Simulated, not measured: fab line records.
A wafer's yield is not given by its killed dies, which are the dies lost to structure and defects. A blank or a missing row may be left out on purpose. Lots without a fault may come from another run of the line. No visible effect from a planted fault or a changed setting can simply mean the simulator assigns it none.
The tool behind it: which one?	flow n5Finfet	24 lots, 72 wafers sampled, at 6 steps of a route of 1938

WHAT THE GAUGES SHOWED, per wafer
No reading from a measuring or inspecting step in the record can be judged against a usual standard deviation.

WHICH TOOL RAN EACH LOT (tool, then ch and the chambers of the sampled wafers, then the start)
lot	N5_BEOL_M0_SAQP_MANDREL1_REMOVE_100	N5_BEOL_M0_SAQP_ETCH_106	N5_BEOL_M0_SAQP_DESCUM_45	N5_BEOL_M0_ETCH_138	N5_BEOL_M0_DEGAS_112	N5_BEOL_M0_PRE_CLEAN_113
L074	rieSi-05 ch 1,2,3, day 5 16:24	rieDiel-02 ch 0,2,3, day 5 17:13	rieDiel-02 ch 0,2,3, day 5 18:50	rieDiel-06 ch 1,2,3, day 5 20:52	pvdSputter-02, day 5 22:23	pvdSputter-02, day 5 22:26
L075	rieSi-05 ch 0,1,2, day 5 20:40	rieDiel-02 ch 0,1,2, day 5 21:30	rieDiel-02 ch 0,2,3, day 5 23:07	rieDiel-06 ch 1,3, day 6 00:38	pvdSputter-03, day 6 01:32	pvdSputter-03, day 6 01:35
L076	rieSi-03 ch 0,2,3, day 6 03:25	rieDiel-05 ch 0,2,3, day 6 04:24	rieDiel-05 ch 0,1,3, day 6 06:00	rieDiel-01 ch 0,1,2, day 6 07:34	pvdSputter-03, day 6 11:52	pvdSputter-03, day 6 11:55
L077	rieSi-05 ch 0,1,3, day 6 08:05	rieDiel-05 ch 0,2,3, day 6 08:58	rieDiel-02 ch 0,1,3, day 6 10:58	rieDiel-01 ch 1,2,3, day 6 12:56	pvdSputter-02, day 6 15:41	pvdSputter-02, day 6 15:43
L078	rieSi-05 ch 0,2,3, day 6 13:59	rieDiel-05 ch 0,2,3, day 6 14:48	rieDiel-05 ch 1,2,3, day 6 16:25	rieDiel-01 ch 1,2,3, day 6 17:53	pvdSputter-02, day 6 20:11	pvdSputter-02, day 6 20:13
L079	rieSi-05 ch 0,2,3, day 7 02:07	rieDiel-05 ch 0,1,2, day 7 02:59	rieDiel-05 ch 0,2,3, day 7 04:29	rieDiel-06 ch 1,2,3, day 7 06:06	pvdSputter-02, day 7 09:29	pvdSputter-02, day 7 09:32
L080	rieSi-05 ch 0,1,3, day 7 05:03	rieDiel-02 ch 2,3, day 7 05:52	rieDiel-03 ch 0,3, day 7 07:36	rieDiel-04 ch 0,1, day 7 09:22	pvdSputter-01, day 7 11:08	pvdSputter-01, day 7 11:10
L081	rieSi-03 ch 2,3, day 7 10:44	rieDiel-02 ch 0,1,3, day 7 11:47	rieDiel-03 ch 0,1, day 7 13:24	rieDiel-06 ch 0,1, day 7 14:52	pvdSputter-02, day 7 17:03	pvdSputter-02, day 7 17:05
L082	rieSi-01 ch 2,3, day 7 19:27	rieDiel-05 ch 0,2,3, day 7 20:18	rieDiel-03 ch 2,3, day 7 21:49	rieDiel-06 ch 0,1, day 7 23:38	pvdSputter-03, day 8 03:47	pvdSputter-03, day 8 03:49
L083	rieSi-03 ch 0,1,2, day 7 23:10	rieDiel-02 ch 0,2,3, day 8 00:07	rieDiel-05 ch 0,2, day 8 01:36	rieDiel-06 ch 0,1,3, day 8 03:12	pvdSputter-01, day 8 05:08	pvdSputter-01, day 8 05:11
L084	rieSi-03 ch 2,3, day 8 03:00	rieDiel-02 ch 0,2,3, day 8 03:57	rieDiel-03 ch 1,3, day 8 05:41	rieDiel-01 ch 1,3, day 8 08:08	pvdSputter-01, day 8 09:49	pvdSputter-01, day 8 09:52
L085	rieSi-05 ch 0,2,3, day 8 17:11	rieDiel-03 ch 0,1,3, day 8 18:01	rieDiel-02 ch 0,2,3, day 8 19:58	rieDiel-01 ch 0,1,2, day 8 21:46	pvdSputter-01, day 9 00:04	pvdSputter-01, day 9 00:07
L087	rieSi-05 ch 0,2,3, day 8 20:16	rieDiel-05 ch 0,1,3, day 8 21:06	rieDiel-03 ch 0,3, day 8 23:30	rieDiel-06 ch 0,2,3, day 9 01:23	pvdSputter-03, day 9 03:25	pvdSputter-03, day 9 03:27
L086	rieSi-01 ch 1,2,3, day 8 20:44	rieDiel-02 ch 1,2,3, day 8 21:34	rieDiel-02 ch 0,1, day 8 23:55	rieDiel-06 ch 2,3, day 9 01:40	pvdSputter-01, day 9 02:57	pvdSputter-01, day 9 02:59
L088	rieSi-03 ch 0,1,3, day 9 02:17	rieDiel-05 ch 1,2,3, day 9 03:17	rieDiel-02 ch 0,1,2, day 9 04:46	rieDiel-01 ch 0,1,3, day 9 06:22	pvdSputter-03, day 9 08:50	pvdSputter-03, day 9 08:52
L089	rieSi-03 ch 1,2, day 9 10:49	rieDiel-02 ch 0,2,3, day 9 11:38	rieDiel-05 ch 0,1,3, day 9 13:22	rieDiel-04 ch 1,3, day 9 14:50	pvdSputter-03, day 9 15:41	pvdSputter-03, day 9 15:44
L091	rieSi-05 ch 1,2,3, day 9 17:42	rieDiel-05 ch 0,1, day 9 18:34	rieDiel-02 ch 0,1,2, day 9 20:10	rieDiel-04 ch 2,3, day 9 22:01	pvdSputter-01, day 10 00:41	pvdSputter-01, day 10 00:43
L090	rieSi-01 ch 0,1,2, day 9 22:31	rieDiel-02 ch 0,1,2, day 9 23:20	rieDiel-05 ch 1,2,3, day 10 01:01	rieDiel-01 ch 1,3, day 10 03:11	pvdSputter-02, day 10 06:47	pvdSputter-02, day 10 06:50
L092	rieSi-03 ch 1,2,3, day 10 05:50	rieDiel-05 ch 0,1,2, day 10 06:52	rieDiel-02 ch 0,1,2, day 10 08:28	rieDiel-04 ch 0,1,3, day 10 10:45	pvdSputter-01, day 10 13:05	pvdSputter-01, day 10 13:07
L093	rieSi-03 ch 0,1,3, day 10 08:45	rieDiel-03 ch 0,2,3, day 10 09:53	rieDiel-02 ch 0,1,2, day 10 11:29	rieDiel-04 ch 0,1,3, day 10 12:57	pvdSputter-01, day 10 13:58	pvdSputter-01, day 10 14:00
L094	rieSi-03 ch 0,1, day 10 12:26	rieDiel-05 ch 0,2,3, day 10 13:15	rieDiel-02 ch 1,2,3, day 10 14:56	rieDiel-06 ch 0,1,3, day 10 16:41	pvdSputter-03, day 10 20:42	pvdSputter-03, day 10 20:44
L095	rieSi-01 ch 0,3, day 10 15:58	rieDiel-03 ch 0,1,3, day 10 16:58	rieDiel-02 ch 2,3, day 10 18:33	rieDiel-06 ch 0,3, day 10 20:10	pvdSputter-02, day 11 00:58	pvdSputter-02, day 11 01:00
L096	rieSi-05 ch 0,2,3, day 11 02:55	rieDiel-05 ch 1,2, day 11 03:44	rieDiel-03 ch 0,2, day 11 05:13	rieDiel-04 ch 0,2,3, day 11 06:41	pvdSputter-02, day 11 09:04	pvdSputter-02, day 11 09:06
L097	rieSi-03 ch 0,2,3, day 11 05:56	rieDiel-05 ch 1,3, day 11 06:45	rieDiel-05 ch 1,3, day 11 08:34	rieDiel-06 ch 0,2, day 11 10:19	pvdSputter-01, day 11 12:10	pvdSputter-01, day 11 12:13
- N5_BEOL_M0_SAQP_MANDREL1_REMOVE_100: chemistry HBr/Cl2/O2, target a-Si, stops on SiNx, bt time 10 s.
- N5_BEOL_M0_SAQP_ETCH_106: etches SOC in N2/H2, stops on SiNx, target depth 150 nm.
- N5_BEOL_M0_SAQP_DESCUM_45: chemistry O2, time 7 s.
- N5_BEOL_M0_ETCH_138: etches SiCN in CH3F/O2, target depth 12 nm, time 31.6 s.
- N5_BEOL_M0_DEGAS_112: time 60 s.
- N5_BEOL_M0_PRE_CLEAN_113: time 30 s.

AS READ BY THE TOOLS THEMSELVES (means over the sampled wafers that have a number; for cases with no such wafer, the mark the record gives instead)
N5_BEOL_M0_SAQP_MANDREL1_REMOVE_100. Usual: drypumpMotorCurrentA 5.7 A, standard deviation 0.4; oesProductAu 1.000 a.u., standard deviation 0.014; throttleValvePct 36.6 %, standard deviation 0.31.
lot	tool	drypumpMotorCurrentA (A)	oesProductAu (a.u.)	throttleValvePct (%)	flag
L074	rieSi-05	6.0	0.992	36.5	
L075	rieSi-05	5.7	1.000	36.6	
L076	rieSi-03	5.4	1.016	36.8	
L077	rieSi-05	6.1	0.993	36.6	
L078	rieSi-05	6.0	0.992	36.8	
L079	rieSi-05	6.0	0.990	36.8	
L080	rieSi-05	6.1	0.995	36.6	
L081	rieSi-03	5.3	1.015	36.5	
L082	rieSi-01	6.1	1.016	36.7	
L083	rieSi-03	5.5	1.020	36.7	
L084	rieSi-03	5.4	1.004	36.6	
L085	rieSi-05	6.0	0.995	36.8	
L087	rieSi-05	6.0	0.990	36.8	
L086	rieSi-01	5.9	0.996	36.8	
L088	rieSi-03	5.5	0.998	36.9	
L089	rieSi-03	5.4	1.008	36.4	
L091	rieSi-05	6.0	0.990	36.5	
L090	rieSi-01	5.7	1.001	36.7	
L092	rieSi-03	5.4	1.008	36.6	
L093	rieSi-03	5.5	1.005	36.9	
L094	rieSi-03	5.6	1.010	37.0	
L095	rieSi-01	5.5	1.004	36.6	
L096	rieSi-05	6.0	0.988	36.8	
L097	rieSi-03	5.4	1.013	36.8	

N5_BEOL_M0_SAQP_ETCH_106. Usual: drypumpMotorCurrentA 5.6 A, standard deviation 0.5; oesProductAu 0.76 a.u., standard deviation 0.076; rfVppV 240.8 V, standard deviation 1.5; showerheadPlenumPTorr 2.55 Torr, standard deviation 0.087; throttleValvePct 17.83 %, standard deviation 0.28.
lot	tool	drypumpMotorCurrentA (A)	oesProductAu (a.u.)	rfVppV (V)	showerheadPlenumPTorr (Torr)	throttleValvePct (%)	flag
L074	rieDiel-02	5.6	0.83	241.7	2.63	17.58	
L075	rieDiel-02	5.5	0.87	241.5	2.62	17.54	
L076	rieDiel-05	6.1	0.71	239.3	2.46	18.06	
L077	rieDiel-05	6.1	0.72	239.3	2.46	18.05	
L078	rieDiel-05	6.1	0.71	239.6	2.46	18.06	
L079	rieDiel-05	5.9	0.70	241.0	2.52	18.00	
L080	rieDiel-02	5.4	0.76	241.8	2.57	17.88	
L081	rieDiel-02	5.7	0.85	242.1	2.64	17.45	
L082	rieDiel-05	6.1	0.71	238.8	2.45	18.08	
L083	rieDiel-02	5.6	0.80	241.7	2.62	17.61	
L084	rieDiel-02	5.6	0.80	241.7	2.62	17.62	
L085	rieDiel-03	5.4	0.77	240.6	2.55	17.71	
L087	rieDiel-05	5.6	0.71	240.3	2.52	17.95	
L086	rieDiel-02	5.5	0.78	240.9	2.59	17.75	
L088	rieDiel-05	5.6	0.71	240.2	2.49	17.95	
L089	rieDiel-02	5.6	0.79	241.1	2.62	17.63	
L091	rieDiel-05	5.5	0.69	241.5	2.58	17.90	
L090	rieDiel-02	5.5	0.83	241.2	2.60	17.57	
L092	rieDiel-05	5.9	0.68	240.6	2.51	18.04	
L093	rieDiel-03	5.2	0.80	241.1	2.56	17.76	
L094	rieDiel-05	6.1	0.69	239.2	2.45	18.10	
L095	rieDiel-03	5.4	0.75	240.3	2.54	17.73	
L096	rieDiel-05	5.9	0.69	239.1	2.47	18.04	
L097	rieDiel-05	5.2	0.71	241.2	2.55	17.86	

N5_BEOL_M0_SAQP_DESCUM_45. Usual: drypumpMotorCurrentA 5.6 A, standard deviation 0.42; oesProductAu 0.79 a.u., standard deviation 0.084; rfVppV 243.4 V, standard deviation 1.4; showerheadPlenumPTorr 2.11 Torr, standard deviation 0.066; throttleValvePct 20.39 %, standard deviation 0.25.
lot	tool	drypumpMotorCurrentA (A)	oesProductAu (a.u.)	rfVppV (V)	showerheadPlenumPTorr (Torr)	throttleValvePct (%)	flag
L074	rieDiel-02	5.6	0.85	244.8	2.17	20.28	
L075	rieDiel-02	5.6	0.84	243.9	2.17	20.28	
L076	rieDiel-05	5.6	0.73	242.6	2.08	20.49	
L077	rieDiel-02	5.7	0.87	245.4	2.18	20.17	
L078	rieDiel-05	5.6	0.73	242.3	2.06	20.51	
L079	rieDiel-05	6.1	0.72	242.8	2.03	20.70	
L080	rieDiel-03	5.4	0.75	243.7	2.09	20.36	
L081	rieDiel-03	5.4	0.82	243.1	2.11	20.27	
L082	rieDiel-03	5.1	0.80	242.0	2.10	20.35	
L083	rieDiel-05	6.4	0.69	242.2	2.04	20.79	
L084	rieDiel-03	5.4	0.78	242.9	2.09	20.29	
L085	rieDiel-02	5.6	0.80	244.3	2.17	20.31	
L087	rieDiel-03	5.5	0.77	242.5	2.10	20.38	
L086	rieDiel-02	5.6	0.89	244.2	2.17	20.12	
L088	rieDiel-02	5.5	0.86	243.3	2.15	20.25	
L089	rieDiel-05	5.6	0.71	242.2	2.07	20.55	
L091	rieDiel-02	5.5	0.84	244.3	2.15	20.26	
L090	rieDiel-05	5.6	0.71	241.9	2.05	20.55	
L092	rieDiel-02	5.5	0.84	243.8	2.15	20.25	
L093	rieDiel-02	5.5	0.84	243.6	2.15	20.25	
L094	rieDiel-02	5.4	0.78	244.3	2.13	20.45	
L095	rieDiel-02	5.4	0.75	243.6	2.12	20.58	
L096	rieDiel-03	5.3	0.83	242.8	2.12	20.39	
L097	rieDiel-05	5.2	0.71	242.8	2.09	20.39	

N5_BEOL_M0_ETCH_138. Usual: drypumpMotorCurrentA 5.7 A, standard deviation 0.55; etchRfOnTimeS 29.4 s, standard deviation 0.69; oesProductAu 0.68 a.u., standard deviation 0.086; rfVppV 297.5 V, standard deviation 1.5; showerheadPlenumPTorr 2.01 Torr, standard deviation 0.061; throttleValvePct 16.30 %, standard deviation 0.17.
lot	tool	drypumpMotorCurrentA (A)	etchRfOnTimeS (s)	oesProductAu (a.u.)	rfVppV (V)	showerheadPlenumPTorr (Torr)	throttleValvePct (%)	flag
L074	rieDiel-06	5.8	29.7	0.62	297.7	2.01	16.45	
L075	rieDiel-06	5.8	30.4	0.62	297.0	2.01	16.38	
L076	rieDiel-01	5.2	29.4	0.69	296.8	2.01	16.34	
L077	rieDiel-01	5.4	27.8	0.76	298.1	2.00	16.09	
L078	rieDiel-01	5.4	28.8	0.74	296.7	2.00	16.10	
L079	rieDiel-06	5.8	29.3	0.61	297.7	2.01	16.46	
L080	rieDiel-04	5.6	30.4	0.59	297.1	1.98	16.45	
L081	rieDiel-06	5.4	29.7	0.63	298.8	2.04	16.42	
L082	rieDiel-06	5.4	29.7	0.63	297.4	2.04	16.42	
L083	rieDiel-06	5.9	29.9	0.62	298.3	2.04	16.42	
L084	rieDiel-01	5.1	29.1	0.78	296.9	1.99	16.03	
L085	rieDiel-01	5.2	28.8	0.72	297.5	2.00	16.22	
L087	rieDiel-06	5.9	28.9	0.69	298.7	2.04	16.34	
L086	rieDiel-06	5.8	29.1	0.74	297.1	2.00	16.25	
L088	rieDiel-01	5.3	29.3	0.77	298.1	2.01	16.19	
L089	rieDiel-04	5.6	28.8	0.60	296.6	1.95	16.26	
L091	rieDiel-04	5.9	29.7	0.68	297.1	1.98	16.18	
L090	rieDiel-01	5.2	29.7	0.75	296.8	1.98	16.07	
L092	rieDiel-04	5.6	29.5	0.68	296.8	1.95	16.28	
L093	rieDiel-04	5.6	29.2	0.68	296.2	1.95	16.28	
L094	rieDiel-06	5.9	29.6	0.61	298.1	2.04	16.46	
L095	rieDiel-06	5.9	29.3	0.63	299.1	2.08	16.47	
L096	rieDiel-04	5.9	29.3	0.73	296.9	2.00	16.27	
L097	rieDiel-06	5.4	29.7	0.72	296.9	2.00	16.29	

N5_BEOL_M0_DEGAS_112. Usual: heaterPowerW 344 W, standard deviation 45.
lot	tool	heaterPowerW (W)	flag
L074	pvdSputter-02	351	
L075	pvdSputter-03	366	
L076	pvdSputter-03	317	
L077	pvdSputter-02	340	
L078	pvdSputter-02	352	
L079	pvdSputter-02	365	
L080	pvdSputter-01	346	
L081	pvdSputter-02	359	
L082	pvdSputter-03	412	
L083	pvdSputter-01	326	
L084	pvdSputter-01	339	
L085	pvdSputter-01	328	
L087	pvdSputter-03	299	
L086	pvdSputter-01	322	
L088	pvdSputter-03	360	
L089	pvdSputter-03	369	
L091	pvdSputter-01	335	
L090	pvdSputter-02	342	
L092	pvdSputter-01	320	
L093	pvdSputter-01	350	
L094	pvdSputter-03	426	
L095	pvdSputter-02	339	
L096	pvdSputter-02	370	
L097	pvdSputter-01	320	

N5_BEOL_M0_PRE_CLEAN_113. Usual: heaterPowerW 345 W, standard deviation 46.
lot	tool	heaterPowerW (W)	flag
L074	pvdSputter-02	351	
L075	pvdSputter-03	372	
L076	pvdSputter-03	313	
L077	pvdSputter-02	334	
L078	pvdSputter-02	347	
L079	pvdSputter-02	366	
L080	pvdSputter-01	339	
L081	pvdSputter-02	360	
L082	pvdSputter-03	413	
L083	pvdSputter-01	320	
L084	pvdSputter-01	344	
L085	pvdSputter-01	327	
L087	pvdSputter-03	301	
L086	pvdSputter-01	329	
L088	pvdSputter-03	354	
L089	pvdSputter-03	368	
L091	pvdSputter-01	341	
L090	pvdSputter-02	344	
L092	pvdSputter-01	321	
L093	pvdSputter-01	347	
L094	pvdSputter-03	423	
L095	pvdSputter-02	343	
L096	pvdSputter-02	372	
L097	pvdSputter-01	327	

THE ANSWER, worked out from the rows above alone
Rule: a lot is off if the mean of its wafers that have a number lies more than 3 standard deviations from the usual mean. A lot without any number at a reading at which 4 lots or more have one is off too. The other lots that the step has rows for count as sound. Order of review: gauges by route order, followed by the tools' own readings, for which a lot's mean as printed above is used. The first step at which some lot is off is used, and at that step the reading that is off furthest; a lot without a number counts as furthest.
No lot is off on any of the readings shown, so nothing can be concluded from this.

WHAT THE SIMULATOR HAD PUT IN
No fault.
